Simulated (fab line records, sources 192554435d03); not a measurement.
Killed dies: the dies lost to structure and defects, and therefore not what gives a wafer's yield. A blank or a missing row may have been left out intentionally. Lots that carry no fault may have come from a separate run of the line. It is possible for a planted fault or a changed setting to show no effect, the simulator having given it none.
Matching of chambers ; flow n5_finfet ; 3 sister chambers for N5_FIN_SAQP_HM_DEP_03 on pecvd-03
The step deposits SiNx from SiH4/NH3/N2, target thk 38 nm, time 33.6 s. 6 wafers are shown with their chamber, then 8 later ones without.

## EACH WAFER AND ITS CHAMBER
wafer;chamber;throttle_valve_pct (%);showerhead_plenum_p_Torr (Torr)
L085.4;0;38.9;5.11
L087.2;1;40.6;5.18
L087.6;1;40.5;5.18
L088.4;2;44.3;5.23
L088.5;0;38.8;5.12
L089.2;2;44.3;5.21

## WAFERS MISSING THEIR CHAMBER
wafer;throttle_valve_pct (%);showerhead_plenum_p_Torr (Torr)
L089.4;39.3;5.09
L089.5;40.4;5.20
L091.2;40.6;5.19
L091.4;44.4;5.22
L091.5;39.4;5.10
L096.1;44.3;5.22
L096.2;39.4;5.12
L096.6;44.2;5.22

## CHAMBER TAKEN BY EACH
wafer;from the rows above;in truth
L089.4;0;0
L089.5;1;1
L091.2;1;1
L091.4;2;2
L091.5;0;0
L096.1;2;2
L096.2;0;0
L096.6;2;2
8 of 8 placed correctly. Left unplaced by these rows: 0. 0 placed wrongly.
How it was worked out, from the rows above alone: a wafer's distance from a chamber is the root of the sum, over the readings, of the square of ((its reading less the chamber's mean) divided by the reading's scatter). If the next closest chamber is less than 2 further off than the closest, the wafer can't be placed; otherwise it belongs to the closest. The mean given for a chamber averages the wafers shown for that chamber. How the scatter is found: for the shown wafers, subtract from each reading the mean of its chamber, square and add these, divide the total by (wafers less chambers), then take the root.
